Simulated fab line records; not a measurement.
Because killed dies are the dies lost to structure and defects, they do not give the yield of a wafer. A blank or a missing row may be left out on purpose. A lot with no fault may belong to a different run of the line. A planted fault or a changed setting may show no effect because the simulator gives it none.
What tool caused it? | flow nandHarc | Sampling: 13 lots, 39 wafers, 5 of 1302 route steps

WHAT EACH GAUGE READ, for each wafer
NHARC_A_BLC_CD_MEAS_10: the cd target is 100 nm. Usual: cdNm at 99.9 nm, with a standard deviation of 0.85.
lot  | measured     | on       | cdNm (nm)         | flag
L651 | day 22 16:34 | cdSem-03 | 99.5 100.3 100.5  | 
L653 | day 23 08:04 | cdSem-01 | 98.9 99.1 100.1   | 
L652 | day 23 13:10 | cdSem-03 | 99.7 98.6 99.6    | 
L654 | day 23 13:53 | cdSem-01 | 100.9 99.9 100.1  | 
L658 | day 25 14:33 | cdSem-01 | 100.1 100.3 100.9 | 
L659 | day 25 19:48 | cdSem-01 | 98.8 100.6 100.2  | 
L663 | day 28 01:41 | cdSem-02 | 100.8 100.7 100.3 | 
L667 | day 28 23:40 | cdSem-02 | 99.1 100.6 99.8   | 
L668 | day 29 00:52 | cdSem-03 | 100.0 99.7 98.9   | 
L670 | day 30 00:50 | cdSem-03 | 100.3 99.7 98.1   | 
L671 | day 30 20:24 | cdSem-01 | 99.9 100.6 101.6  | 
L674 | day 31 02:17 | cdSem-01 | 98.7 100.6 98.9   | 
L673 | day 31 08:25 | cdSem-03 | 100.7 100.9 100.6 | 

NHARC_A_BLC_OVL_MEAS_11. Usual: overlayXNm -0.1 nm, standard deviation 0.69; overlayYNm -0.1 nm, standard deviation 0.6.
lot  | measured     | on         | overlayXNm (nm) | overlayYNm (nm) | flag
L651 | day 22 16:38 | overlay-02 | -0.2 -0.7 -0.7  | -0.6 -1.1 -1.4  | 
L653 | day 23 08:10 | overlay-02 | -0.4 -0.2 -0.7  | 1.0 0.7 1.2     | 
L652 | day 23 13:15 | overlay-01 | -0.9 -0.6 -0.5  | -0.7 -0.9 -0.5  | 
L654 | day 23 13:58 | overlay-02 | 0.3 1.0 0.4     | 0.3 0.6 0.8     | 
L658 | day 25 14:38 | overlay-01 | 34.4 34.6 34.3  | -0.1 0.4 -0.2   | OFF
L659 | day 25 19:53 | overlay-01 | 33.2 32.9 33.8  | -1.0 -1.5 -0.6  | OFF
L663 | day 28 01:46 | overlay-01 | 33.3 32.6 33.2  | 0.9 0.2 1.0     | OFF
L667 | day 28 23:45 | overlay-01 | -0.4 -0.5 -0.4  | -1.2 -0.8 -0.9  | 
L668 | day 29 00:57 | overlay-01 | -1.1 -1.0 -0.8  | 1.2 0.7 1.0     | 
L670 | day 30 00:56 | overlay-02 | 0.5 0.5 1.1     | 0.7 0.4 0.5     | 
L671 | day 30 20:29 | overlay-02 | 0.6 0.4 0.2     | 0.0 -0.5 -0.2   | 
L674 | day 31 02:22 | overlay-01 | -0.3 -0.4 -0.6  | 0.4 0.4 0.4     | 
L673 | day 31 08:30 | overlay-02 | -0.1 0.0 -0.3   | 0.1 -0.3 0.7    | 

WHICH TOOL RAN EACH LOT (tool, then ch and the chambers of the sampled wafers, then the start)
lot  | NHARC_A_CONTACT_ETCH_138           | NHARC_A_CONTACT_CVD_19                  | NHARC_A_BLC_EXPOSE_07
L651 | harCapEtch-03 ch 0,1, day 22 12:19 | cvdW-02 ch 0,1, day 22 16:25 or earlier | arfiScanner-02 ch 0, day 22 16:25
L653 | harCapEtch-02 ch 0, day 23 03:52   | cvdW-02 ch 0,1, day 23 07:56 or earlier | arfiScanner-03 ch 0, day 23 07:56
L652 | harCapEtch-01 ch 0, day 23 08:43   | cvdW-02 ch 0,1, day 23 13:01 or earlier | arfiScanner-02 ch 0, day 23 13:01
L654 | harCapEtch-03 ch 0,1, day 23 09:55 | cvdW-01 ch 0,1, day 23 13:45 or earlier | arfiScanner-02 ch 0, day 23 13:45
L658 | harCapEtch-02 ch 0,1, day 25 10:33 | cvdW-02 ch 1, day 25 14:24 or earlier   | arfiScanner-02 ch 0, day 25 14:24
L659 | harCapEtch-03 ch 0,1, day 25 15:59 | cvdW-02 ch 0,1, day 25 19:40 or earlier | arfiScanner-02 ch 0, day 25 19:40
L663 | harCapEtch-02 ch 0,1, day 27 21:40 | cvdW-01 ch 0,1, day 28 01:33 or earlier | arfiScanner-02 ch 0, day 28 01:33
L667 | harCapEtch-03 ch 0,1, day 28 19:29 | cvdW-01 ch 0,1, day 28 23:32 or earlier | arfiScanner-01 ch 0, day 28 23:32
L668 | harCapEtch-01 ch 0,1, day 28 20:46 | cvdW-02 ch 0,1, day 29 00:43 or earlier | arfiScanner-03 ch 0, day 29 00:43
L670 | harCapEtch-01 ch 0,1, day 29 20:46 | cvdW-01 ch 0,1, day 30 00:42 or earlier | arfiScanner-01 ch 0, day 30 00:42
L671 | harCapEtch-01 ch 0,1, day 30 16:26 | cvdW-01 ch 0,1, day 30 20:16 or earlier | arfiScanner-01 ch 0, day 30 20:16
L674 | harCapEtch-02 ch 0, day 30 22:21   | cvdW-01 ch 0,1, day 31 02:08 or earlier | arfiScanner-03 ch 0, day 31 02:08
L673 | harCapEtch-01 ch 0,1, day 31 04:32 | cvdW-01 ch 0,1, day 31 08:17 or earlier | arfiScanner-03 ch 0, day 31 08:17
- NHARC_A_CONTACT_ETCH_138: etches the open film in C4F8/O2/Ar, time 311 s, target depth 1914 nm.
- NHARC_A_CONTACT_CVD_19: deposits W, target thk 300 nm, time 802 s.
- NHARC_A_BLC_EXPOSE_07: exposes mask A BLC, target cd 100 nm.

AS READ BY THE TOOLS THEMSELVES (means over the sampled wafers that have a number; for cases with no such wafer, the mark the record gives instead)
NHARC_A_CONTACT_CVD_19. Usual: heaterPowerW 470 W, standard deviation 91; mfcArSccm 1559 sccm, standard deviation 4.4; throttleValvePct 8.0 %, standard deviation 0.31.
lot  | tool    | heaterPowerW (W) | mfcArSccm (sccm) | throttleValvePct (%) | flag
L651 | cvdW-02 | 558              | 1558             | 7.8                  | 
L653 | cvdW-02 | 563              | 1560             | 7.7                  | 
L652 | cvdW-02 | 560              | 1561             | 7.7                  | 
L654 | cvdW-01 | 403              | 1559             | 8.4                  | 
L658 | cvdW-02 | 561              | 1558             | 8.3                  | 
L659 | cvdW-02 | 559              | 1557             | 7.9                  | 
L663 | cvdW-01 | 368              | 1555             | 8.3                  | 
L667 | cvdW-01 | 396              | 1557             | 8.2                  | 
L668 | cvdW-02 | 549              | 1557             | 7.7                  | 
L670 | cvdW-01 | 395              | 1558             | 8.3                  | 
L671 | cvdW-01 | 397              | 1558             | 8.1                  | 
L674 | cvdW-01 | 406              | 1557             | 8.3                  | 
L673 | cvdW-01 | 372              | 1557             | 8.3                  | 

THE ANSWER, worked out from the rows above alone
Rule: a lot counts as off when the mean over its wafers that have a number is more than 3 standard deviations away from the usual mean. Also off: a lot with no number at a reading for which 4 or more lots have one. All remaining lots with rows at the step are treated as sound. After the gauges, taken in route order, come the tools' own readings; for these a lot's mean is taken, as printed above. The first step at which some lot is off is used, and at that step the reading that is off furthest; a lot without a number counts as furthest.
Off: L658, L659, L663, at NHARC_A_BLC_OVL_MEAS_11 (overlayXNm).
A tool fits if, at a process step before that reading, it ran every lot that is off, and no sound lot after the first of them. Those tools and the gauges at NHARC_A_BLC_OVL_MEAS_11 are tried in the same way. With no start given for some of its lots, NHARC_A_CONTACT_CVD_19 uses the hours and lot order of NHARC_A_BLC_EXPOSE_07. One fits: NHARC_A_BLC_EXPOSE_07 on arfiScanner-02. A fault onset in the window from L654 (day 23 13:45, its last sound lot) to L658 (day 25 14:24, its first lot off) fits.

WHAT THE SIMULATOR HAD PUT IN
Scanner matching overlay: arfiScanner-02, from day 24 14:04 on, at NHARC_A_BLC_EXPOSE_07. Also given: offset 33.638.
Struck lots among those shown: L658, L659, L663. The same result came from the rule above.
